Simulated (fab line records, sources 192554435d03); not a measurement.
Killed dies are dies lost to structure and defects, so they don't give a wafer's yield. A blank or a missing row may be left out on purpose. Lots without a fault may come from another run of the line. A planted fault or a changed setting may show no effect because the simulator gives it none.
fab line records | flow n5_finfet | part 2 of 2: steps 21 to 27 of 27
record lots=5 wafers=15 last_day=18
route steps=1938 shown BEOL_M11@1557
lots that met no fault: from a run of the same line without faults
start_h: hours from the record's first day to the start of the lot's first wafer shown | wait_h: hours since the lot's step before | " the same as in the row above | L1.1+2: a row that stands for several wafers | - no value, or no start given | * or withheld: withheld | < > ~ a bound
route shown NAME@n: a module of which the file shows steps, and the number in the route of the first | usual: mean/standard deviation of fault-free wafers | same: alike in all rows | chamber/n: place in a boat | sites: the reading at each site | _std_site: their standard deviation | _edge_site: outer sites' mean less inner sites' | radius_mm: how far each site lies from the wafer's centre | mask NAME#n: copy n | behind: the tool/chamber that last shaped the wafer | hold: why the lot was held/for how many hours/how that ended | device: the transistor (n, p or np) that didn't switch | end of line: the same wafers' tests at the end of the route | a step without rows: its recipe alone | killed: dies lost to structure and defects at the first sort, not the wafer's yield | map: a wafer's dies, x killed, . not, _ none there
set.NAME: the setting as run; set.NAME@STEP: as run at that earlier step | model.NAME: the simulator's own value behind a step, which no gauge read
lots at some steps of the route; a table a step, a row a wafer
services: from which hour (start_h, from the record's first day; less than 0 if before it) a tool's chamber was out of use, for how many hours, and why
## steps
# step N5_BEOL_M11_STRIP_36
# recipe chemistry=N2/H2 power_w=450 temp_c=40 pressure_mtorr=20 rf_frequency_hz=6e+07 overash_fraction=0.3 bias_power_w=7 h2_frac=0.5 n2_flow_sccm=200 h2_flow_sccm=200
# usual bias_power_w=6.999/0.021 chamber_pressure_mTorr=20.01/0.038 drypump_motor_current_A=5.8/0.6 oes_product_au=0.79/0.089 power_w=449.9/1.3 rf_vpp_V=59.3/1.9 showerhead_plenum_p_Torr=2.56/0.1 throttle_valve_pct=23.57/0.28
# columns lot.wafer tool chamber start_h wait_h bias_power_w chamber_pressure_mTorr drypump_motor_current_A oes_product_au power_w rf_hours_counter_h rf_vpp_V showerhead_plenum_p_Torr throttle_valve_pct
L077.2 rie_diel-03 2 260.30 0.0 6.993 20.03 5.5 0.70 450.9 213 62.0 2.51 24.03
L077.4 " 1 " " 6.989 19.96 6.1 0.71 449.1 168 59.1 2.64 23.57
L077.5 " 1 " " 7.022 20.05 6.1 0.70 449.9 - 60.7 2.64 23.61
L080.2 rie_diel-03 3 268.03 0.0 6.993 19.91 6.4 0.87 450.8 39 61.6 2.69 23.29
L080.4 " 0 " " 7.013 20.06 5.1 0.72 449.1 194 58.3 2.42 23.40
L080.6 " 0 " " 7.006 20.03 5.1 0.72 449.3 - 57.3 2.41 23.42
L084.1 rie_diel-01 0 302.87 0.0 7.051 19.96 5.8 0.88 449.4 61 59.5 2.68 23.28
L084.3 " 1 " " 7.024 19.98 4.7 0.90 451.3 36 60.3 2.59 23.65
L084.6 " 1 " " 7.022 20.04 4.7 0.88 450.4 - 62.2 2.59 23.64
L086.4 rie_diel-04 1 305.49 0.0 7.014 20.04 5.4 0.88 448.9 - 59.3 2.57 23.49
L086.5 " 0 " " 6.964 20.03 5.4 0.74 450.0 - 57.9 2.63 23.98
L086.6 " 2 " " 6.989 20.05 6.1 0.96 447.6 - 56.4 2.49 23.57
L097.1 rie_diel-03 3 374.92 0.0 7.008 19.98 6.4 0.83 451.6 77 59.7 2.67 23.36
L097.5 " 0 " " 7.006 19.97 5.2 0.70 448.7 - 61.6 2.40 23.48
L097.6 " 1 " " 6.994 19.98 6.1 0.69 447.1 - 58.4 2.63 23.66
# step N5_BEOL_M11_TRENCH_ETCH_37
# recipe chemistry=C4F6/O2 target_depth_a=1488.3 target=SiCOH_lowk time_s=48 ion_energy_ev=250 pressure_mtorr=30 source_w=345 bias_w=185 Ar_flow_sccm=300 C4F6_flow_sccm=10 O2_flow_sccm=10
# usual chamber_pressure_mTorr=30.000/0.027 drypump_motor_current_A=5.8/0.6 oes_product_au=0.79/0.09 rf_vpp_V=666/7.7 showerhead_plenum_p_Torr=2.87/0.11 throttle_valve_pct=20.90/0.19
# columns lot.wafer tool chamber start_h wait_h chamber_pressure_mTorr drypump_motor_current_A oes_product_au rf_hours_counter_h rf_vpp_V showerhead_plenum_p_Torr throttle_valve_pct
L077.2 rie_diel-03 2 - - 30.056 5.5 0.72 213 664 2.82 21.12
L077.4 " 1 " " 29.991 6.1 0.72 168 674 2.95 21.01
L077.5 " 1 " " 29.972 6.1 0.72 - 676 2.95 21.02
L080.2 rie_diel-03 3 - - 30.073 6.4 0.87 39 677 3.02 20.65
L080.4 " 0 " " 30.049 5.1 0.71 194 656 2.72 20.81
L080.6 " 0 " " 29.964 5.1 0.72 - 657 2.72 20.79
L084.1 rie_diel-01 0 - - 29.997 5.8 0.86 61 655 2.99 20.68
L084.3 " 1 " " 29.979 4.7 0.88 36 669 2.91 20.97
L084.6 " 1 " " 30.047 4.7 0.88 - 668 2.91 20.96
L086.4 rie_diel-04 1 - - 29.993 5.4 0.86 - 669 2.91 20.97
L086.5 " 0 " " 29.979 5.4 0.73 - 659 2.94 21.17
L086.6 " 2 " " 29.962 6.1 0.95 - 663 2.79 20.77
L097.1 rie_diel-03 3 - - 29.992 6.4 0.82 77 676 3.00 20.72
L097.5 " 0 " " 29.988 5.2 0.69 - 657 2.71 20.85
L097.6 " 1 " " 30.016 6.1 0.69 - 675 2.93 21.06
# step N5_BEOL_M11_ETCH_41
# recipe chemistry=CH3F/O2 target=SiCN target_depth_a=426 taper_deg=2 time_s=86 ion_energy_ev=120 mask_material=TiN pressure_mtorr=30 source_w=395 bias_w=75 Ar_flow_sccm=150 CH3F_flow_sccm=30 O2_flow_sccm=20
# usual chamber_pressure_mTorr=30.00/0.033 drypump_motor_current_A=5.8/0.6 oes_product_au=0.79/0.09 rf_vpp_V=297.6/1.8 showerhead_plenum_p_Torr=2.02/0.079 throttle_valve_pct=16.29/0.19
# columns lot.wafer tool chamber start_h wait_h chamber_pressure_mTorr drypump_motor_current_A oes_product_au rf_hours_counter_h rf_vpp_V showerhead_plenum_p_Torr throttle_valve_pct
L077.2 rie_diel-03 2 - - 29.96 5.5 0.71 213 296.9 1.98 16.50
L077.4 " 1 " " 30.03 6.1 0.72 168 299.0 2.08 16.44
L077.5 " 1 " " 30.01 6.1 0.71 - 298.8 2.08 16.45
L080.2 rie_diel-03 3 - - 29.98 6.4 0.87 39 299.2 2.13 16.01
L080.4 " 0 " " 30.06 5.1 0.71 194 295.0 1.91 16.25
L080.6 " 0 " " 29.97 5.1 0.72 - 295.8 1.91 16.24
L084.1 rie_diel-01 0 - - 30.01 5.8 0.88 61 300.9 2.11 16.09
L084.3 " 1 " " 30.04 4.7 0.89 36 298.3 2.04 16.28
L084.6 " 1 " " 29.94 4.7 0.89 - 298.9 2.04 16.27
L086.4 rie_diel-04 1 - - 29.99 5.4 0.87 - 298.0 2.04 16.27
L086.5 " 0 " " 29.98 5.3 0.74 - 297.8 2.07 16.57
L086.6 " 2 " " 30.00 6.1 0.96 - 296.0 1.96 16.11
L097.1 rie_diel-03 3 - - 30.00 6.4 0.81 77 298.4 2.11 16.08
L097.5 " 0 " " 30.01 5.1 0.69 - 294.3 1.90 16.28
L097.6 " 1 " " 30.01 6.1 0.68 - 297.0 2.06 16.51
# step N5_BEOL_M11_STRIP_77
# recipe chemistry=N2/H2 time_s=10 power_w=450 temp_c=40 pressure_mtorr=20 rf_frequency_hz=6e+07 bias_power_w=7 n2_flow_sccm=200 h2_flow_sccm=200
# usual bias_power_w=7.000/0.02 chamber_pressure_mTorr=20.001/0.017 drypump_motor_current_A=5.8/0.6 oes_product_au=0.79/0.088 rf_vpp_V=59.2/0.97 showerhead_plenum_p_Torr=2.56/0.1 throttle_valve_pct=23.58/0.28
# columns lot.wafer tool chamber start_h wait_h bias_power_w chamber_pressure_mTorr drypump_motor_current_A oes_product_au rf_hours_counter_h rf_vpp_V showerhead_plenum_p_Torr throttle_valve_pct
L077.2 rie_diel-03 2 - - 6.990 19.985 5.5 0.71 213 58.8 2.51 24.07
L077.4 " 1 " " 7.032 19.992 6.1 0.72 168 58.9 2.64 23.60
L077.5 " 1 " " 7.002 19.989 6.1 0.72 - 60.3 2.64 23.61
L080.2 rie_diel-03 3 - - 6.971 20.048 6.4 0.87 39 58.2 2.69 23.28
L080.4 " 0 " " 7.021 19.991 5.1 0.73 195 59.7 2.42 23.41
L080.6 " 0 " " 7.018 20.000 5.1 0.72 - 59.8 2.41 23.40
L084.1 rie_diel-01 0 - - 6.985 19.999 5.9 0.87 61 58.6 2.68 23.30
L084.3 " 1 " " 6.983 20.009 4.7 0.88 36 61.1 2.59 23.68
L084.6 " 1 " " 6.995 20.028 4.7 0.88 - 58.6 2.59 23.66
L086.4 rie_diel-04 1 - - 6.990 19.986 5.4 0.87 - 58.9 2.57 23.48
L086.5 " 0 " " 7.016 20.006 5.4 0.72 - 60.1 2.63 23.97
L086.6 " 2 " " 6.958 20.027 6.1 0.94 - 58.5 2.49 23.57
L097.1 rie_diel-03 3 - - 7.012 20.041 6.5 0.83 77 58.5 2.67 23.35
L097.5 " 0 " " 6.985 19.997 5.1 0.70 - 58.1 2.40 23.41
L097.6 " 1 " " 6.956 20.024 6.1 0.68 - 60.5 2.63 23.65
# step N5_BEOL_M11_OCD_MEAS_38
# usual trench_depth_nm=149.0/1.8
# columns lot.wafer tool chamber start_h wait_h trench_depth_nm
L077.2 ocd-02 - 260.52 - 148.2
L077.4 " - " " 149.6
L077.5 " - " " 148.2
L080.2 ocd-01 - 268.26 - 150.7
L080.4 " - " " 150.3
L080.6 " - " " 148.9
L084.1 ocd-02 - 303.10 - 149.3
L084.3 " - " " 148.5
L084.6 " - " " 149.4
L086.4 ocd-02 - 305.69 - 150.7
L086.5 " - " " 147.4
L086.6 " - " " 148.8
L097.1 ocd-01 - 375.14 - 150.1
L097.5 " - " " 148.6
L097.6 " - " " 146.5
# step N5_BEOL_M11_HM_STRIP_39
# recipe chemistry=peroxide_tin_strip material=TiN target_depth_a=250 temp_c=50 time_s=158
# columns lot.wafer tool chamber start_h wait_h
L077.2+4+5 wet_bench-05 5,0,4 260.56 0.0
L080.2+4+6 wet_bench-04 1,6,4 268.29 0.0
L084.1+3+6 wet_bench-05 3,5,6 303.13 0.0
L086.4+5+6 wet_bench-02 6,3,2 305.72 0.0
L097.1+5+6 wet_bench-05 6,2,3 375.17 0.0
# step N5_BEOL_M11_SRD_40
# recipe time_s=30 temp_c=23 rinse_liquid=diw dry=ipa_marangoni
# columns lot.wafer tool chamber start_h wait_h
L077.2+4+5 wet_bench-05 5,0,4 260.60 0.0
L080.2+4+6 wet_bench-04 1,6,4 268.33 0.0
L084.1+3+6 wet_bench-05 3,5,6 303.18 0.0
L086.4+5+6 wet_bench-02 6,3,2 305.77 0.0
L097.1+5+6 wet_bench-05 6,2,3 375.22 0.0
## services
# columns tool chamber start_h hours kind
rie_diel-04 1 239.23 6.4 repair
arfi_scanner-01 - 239.68 1.3 pm
arfi_scanner-02 - 243.28 1.3 pm
arfi_scanner-03 - 243.36 1.5 pm
arfi_scanner-02 - 246.06 3.9 pm
arfi_scanner-03 - 269.57 1.3 pm
arfi_scanner-01 - 273.71 1.0 pm
rie_diel-01 3 284.47 7.4 repair
rie_metal-01 1 302.94 43.3 repair
arfi_scanner-01 - 308.95 0.8 pm
arfi_scanner-03 - 310.54 3.1 pm
arfi_scanner-03 - 321.41 1.0 pm
arfi_scanner-01 - 335.46 5.8 repair
arfi_scanner-02 - 342.53 1.3 repair
arfi_scanner-03 - 343.31 1.5 pm
arfi_scanner-03 - 353.07 2.4 repair
arfi_scanner-01 - 365.18 1.3 pm
arfi_scanner-02 - 367.38 0.8 pm
arfi_scanner-02 - 368.78 1.3 pm
rie_diel-03 2 372.84 - clean
rie_diel-03 2 372.84 - consumable_replace:focus_ring
rie_diel-03 2 372.84 14.8 scheduled_down
rie_diel-03 2 372.84 14.8 vent_cycle
rie_metal-03 - 373.53 2.8 pm
